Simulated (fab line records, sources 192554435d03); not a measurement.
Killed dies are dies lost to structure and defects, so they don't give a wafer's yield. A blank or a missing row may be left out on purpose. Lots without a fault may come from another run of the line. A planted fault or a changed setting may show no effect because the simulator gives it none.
Chamber matching | flow n5_finfet | N5_GATE_CUT_STRIP_41 on rie_diel-02: 4 sister chambers
The step strips in CF4. 4 wafers are shown with their chamber, then 12 later ones without.

WAFERS WITH THEIR CHAMBER
wafer  | chamber | drypump_motor_current_A (A)
L083.5 | 3       | 5.6
L092.1 | 0       | 5.1
L092.2 | 1       | 5.7
L092.3 | 2       | 6.0

WAFERS WITHOUT THEIR CHAMBER
wafer  | drypump_motor_current_A (A)
L092.4 | 5.6
L092.5 | 5.6
L092.6 | 5.1
L093.2 | 6.0
L093.3 | 5.6
L093.5 | 5.1
L094.1 | 5.6
L094.2 | 5.1
L094.3 | 6.1
L096.1 | 5.6
L096.5 | 5.6
L096.6 | 6.1

WHICH CHAMBER EACH WENT THROUGH
wafer  | from the rows above | in truth
L092.4 | 3                   | 3
L092.5 | 3                   | 3
L092.6 | 0                   | 0
L093.2 | 2                   | 2
L093.3 | 3                   | 3
L093.5 | 0                   | 0
L094.1 | 3                   | 3
L094.2 | 0                   | 0
L094.3 | 2                   | 2
L096.1 | 3                   | 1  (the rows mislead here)
L096.5 | 3                   | 3
L096.6 | 2                   | 2
Placed correctly: 11 of 12. Can't be placed from these rows: 0. Placed wrongly: 1.
How it was worked out, from the rows above alone: a wafer's distance from a chamber is the root of the sum, over the readings, of the square of ((its reading less the chamber's mean) divided by the reading's scatter). The wafer belongs to the nearest chamber; if the next one is less than 2 further off, it can't be placed. A chamber's mean is the mean of its shown wafers. The scatter: with one shown wafer a chamber, the root of the mean of the squares of how far each hidden wafer lies from its nearest shown one.
